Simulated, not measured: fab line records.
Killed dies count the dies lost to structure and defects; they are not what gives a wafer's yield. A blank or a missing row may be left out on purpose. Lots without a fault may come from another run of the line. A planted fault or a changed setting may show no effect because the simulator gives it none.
Matching of chambers :: flow nand-harc :: NHARC_P_GATE_STRIP_101 on rie-diel-10: 4 sister chambers
The step strips in O2, time 20 s. 4 wafers are shown with their chamber, then 8 later ones without.

EACH WAFER AND ITS CHAMBER
wafer: L328.2
chamber: 2
showerhead-plenum-p-Torr (Torr): 3.31

wafer: L328.3
chamber: 0
showerhead-plenum-p-Torr (Torr): 3.64

wafer: L328.6
chamber: 3
showerhead-plenum-p-Torr (Torr): 3.37

wafer: L330.1
chamber: 1
showerhead-plenum-p-Torr (Torr): 3.47

WAFERS WITHOUT THEIR CHAMBER
wafer: L330.5
showerhead-plenum-p-Torr (Torr): 3.47

wafer: L330.6
showerhead-plenum-p-Torr (Torr): 3.64

wafer: L329.2
showerhead-plenum-p-Torr (Torr): 3.31

wafer: L329.3
showerhead-plenum-p-Torr (Torr): 3.47

wafer: L329.5
showerhead-plenum-p-Torr (Torr): 3.31

wafer: L338.3
showerhead-plenum-p-Torr (Torr): 3.36

wafer: L338.4
showerhead-plenum-p-Torr (Torr): 3.47

wafer: L338.6
showerhead-plenum-p-Torr (Torr): 3.36

THE CHAMBER EACH PASSED THROUGH
wafer: L330.5
from the rows above: 1
in truth: 1

wafer: L330.6
from the rows above: 0
in truth: 0

wafer: L329.2
from the rows above: 2
in truth: 2

wafer: L329.3
from the rows above: 1
in truth: 1

wafer: L329.5
from the rows above: 2
in truth: 2

wafer: L338.3
from the rows above: 3
in truth: 3

wafer: L338.4
from the rows above: 1
in truth: 1

wafer: L338.6
from the rows above: 3
in truth: 3
Correctly placed: 8 of 8. Left unplaced by these rows: 0. Placed wrongly: 0.
How it was worked out, from the rows above alone: a wafer's distance from a chamber is the root of the sum, over the readings, of the square of ((its reading less the chamber's mean) divided by the reading's scatter). If the next closest chamber is less than 2 further off than the closest, the wafer can't be placed; otherwise it belongs to the closest. The mean given for a chamber averages the wafers shown for that chamber. The scatter: root of mean squared gap, hidden wafer to nearest shown wafer, with one shown wafer a chamber.
